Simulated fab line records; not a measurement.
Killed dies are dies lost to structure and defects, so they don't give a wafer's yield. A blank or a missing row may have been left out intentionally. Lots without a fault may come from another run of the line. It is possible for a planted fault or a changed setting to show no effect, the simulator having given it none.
Struck lot and sound lot, side by side :: flow nand_harc :: 13 steps out of a route of 1302
Sound: these wafers, L468.3, L468.5, L468.6. Struck: wafer L478.3. (L478.1, L478.5 of the same lot were not struck and are left out.) The cause comes at the end.
For every step that has rows: the tool of each side, followed by ch and its chambers, followed by its first start. Under that, the readings that differ: sound wafers :: struck wafers :: difference of the means :: sigmas: that difference in standard deviations of wafers without a fault.
alike: words and numbers the same on both sides, and readings whose means are apart by under 2 such deviations; not compared: readings that were withheld, readings missing a value for some wafer, numbers with overlapping values and no deviation given by the record, and bounds like >300 which may hide the same value.
Wherever a step has rows on one side only, a row that says differs or no value, or a row with sigmas, the two part there. When numbers do not overlap yet have no deviation, they are printed without sigmas and do not part them. Lack of a reading on every wafer of one side parts them only where that side has two or more wafers.

first, 4 steps without rows for these wafers: NHARC_A_WL_FILL_STRIP_28 (strips in post etch residue remover, time 1200 s); NHARC_A_WL_FILL_PRECLEAN_06 (cleans in DIW, time 300 s); NHARC_A_WL_FILL_SRD_07; NHARC_A_WL_FILL_ANNEAL_08 (time 1800 s).
NHARC_A_WL_FILL_ALD_10: deposits SiO2, target thk 50 nm, pulse time 10 s, ald cycles 500.
  sound on ald_hk-01 ch 0,1, day 21 07:07; struck on ald_hk-01 ch 0, day 26 07:43
  alike: heater_power_w, precursor_pulse_height_rel
NHARC_A_WL_FILL_ETCHBACK_16: etches the open film in C4F8/O2/Ar, target depth 120 nm, time 24 s.
  sound on rie_diel-05 ch 0,1,2; struck on rie_diel-05 ch 2
reading: oes_product_au (a.u.)
sound: 0.93 0.93 0.92
struck: 1.00
difference: +0.07
sigmas: +2
  alike: bias_w, rf_vpp_V, run_length_s
  not compared: rf_hours_counter_h
NHARC_A_WL_FILL_STRIP_29: strips in O2, time 20 s.
  sound on rie_diel-05 ch 0,1, day 21 11:50; struck on rie_diel-05 ch 1, day 26 11:26
  alike: drypump_motor_current_A, oes_product_au, rf_vpp_V, showerhead_plenum_p_Torr, throttle_valve_pct
  not compared: rf_hours_counter_h
NHARC_A_WL_FILL_ETCHBACK_17: etches the open film in Cl2/BCl3, target depth 4 nm, time 26.7 s.
  sound on rie_metal-01 ch 0,1, day 21 11:59; struck on rie_metal-01 ch 1, day 26 11:31
  alike: drypump_motor_current_A, oes_product_au, run_length_s
  not compared: rf_hours_counter_h
then, 3 steps without rows for these wafers: NHARC_A_WL_FILL_PRECLEAN_18 (cleans in dHF, time 30 s); NHARC_A_WL_FILL_SRD_21; NHARC_A_WL_FILL_CVD_23 (deposits poly-Si, target thk 40 nm, time 800 s).
NHARC_A_WL_FILL_ETCHBACK_26: etches the open film in HBr, target depth 52 nm, time 13.3 s.
  sound on rie_si-06 ch 0,1,2, day 21 17:10; struck on rie_si-05 ch 0, day 26 16:46
reading: run_length_s (s)
sound: 34.0 34.3 33.8
struck: 30.4
difference: -3.6
sigmas: -9
  alike: drypump_motor_current_A, oes_product_au, throttle_valve_pct
  not compared: bias_w, rf_hours_counter_h
then, 1 step without rows for these wafers: NHARC_A_WL_FILL_PRECLEAN_30 (cleans in dHF, time 10 s).

WHERE THEY PART
At NHARC_A_WL_FILL_ETCHBACK_16 first; at NHARC_A_WL_FILL_ETCHBACK_26 last (within this record only).

WHY: what the simulator had put in
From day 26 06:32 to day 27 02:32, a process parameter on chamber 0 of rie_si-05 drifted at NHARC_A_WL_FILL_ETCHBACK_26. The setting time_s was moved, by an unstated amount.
